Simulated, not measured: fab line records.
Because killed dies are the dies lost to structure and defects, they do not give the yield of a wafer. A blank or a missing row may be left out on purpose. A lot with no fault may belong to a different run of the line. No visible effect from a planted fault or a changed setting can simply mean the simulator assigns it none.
Chamber matching ; flow nandHarc ; cmp-02 running NHARC_P_CONTACT_CMP_24: 4 sister chambers
The step polishes, t overpolish 30 s, target thk 200 nm. 8 wafers are shown with their chamber, then 10 later ones without.

WAFERS, EACH WITH ITS CHAMBER
wafer;chamber;motorCurrentA (A);timeToEndpointS (s)
L084.1;1;11.5;37.2
L084.2;3;12.9;32.6
L084.3;0;11.1;37.9
L087.1;2;10.5;39.1
L087.2;1;11.9;39.1
L087.6;2;11.2;38.0
L088.1;0;11.8;41.5
L088.5;3;12.0;35.5

WAFERS WITH NO CHAMBER GIVEN
wafer;motorCurrentA (A);timeToEndpointS (s)
L088.6;11.7;40.7
L094.2;13.1;31.9
L094.4;11.8;37.3
L094.5;12.0;39.1
L095.1;12.7;35.8
L095.4;10.6;40.2
L095.5;10.7;40.0
L096.2;11.9;37.9
L096.4;11.4;39.8
L096.5;11.8;39.1

WHICH CHAMBER EACH ONE RAN IN
wafer;from the rows above;in truth
L088.6;can't be placed: 0 or 1 or 2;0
L094.2;3;3
L094.4;can't be placed: 1 or 0 or 2 or 3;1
L094.5;can't be placed: 1 or 0 or 2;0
L095.1;can't be placed: 3 or 1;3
L095.4;can't be placed: 2 or 0 or 1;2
L095.5;can't be placed: 2 or 0 or 1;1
L096.2;can't be placed: 1 or 0 or 2 or 3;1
L096.4;can't be placed: 0 or 1 or 2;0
L096.5;can't be placed: 1 or 0 or 2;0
Correctly placed: 1 of 10. These rows do not allow placing 9 (true chamber among the candidates in 9). Wrongly placed: 0.
How it was worked out, from the rows above alone: a wafer's distance from a chamber is the root of the sum, over the readings, of the square of ((its reading less the chamber's mean) divided by the reading's scatter). If the next closest chamber is less than 2 further off than the closest, the wafer can't be placed; otherwise it belongs to the closest. For every chamber, the mean is computed from those of its wafers that are shown. The scatter: the root of (the sum of the squares of (reading less its chamber's mean) over the shown wafers, divided by (wafers less chambers)).
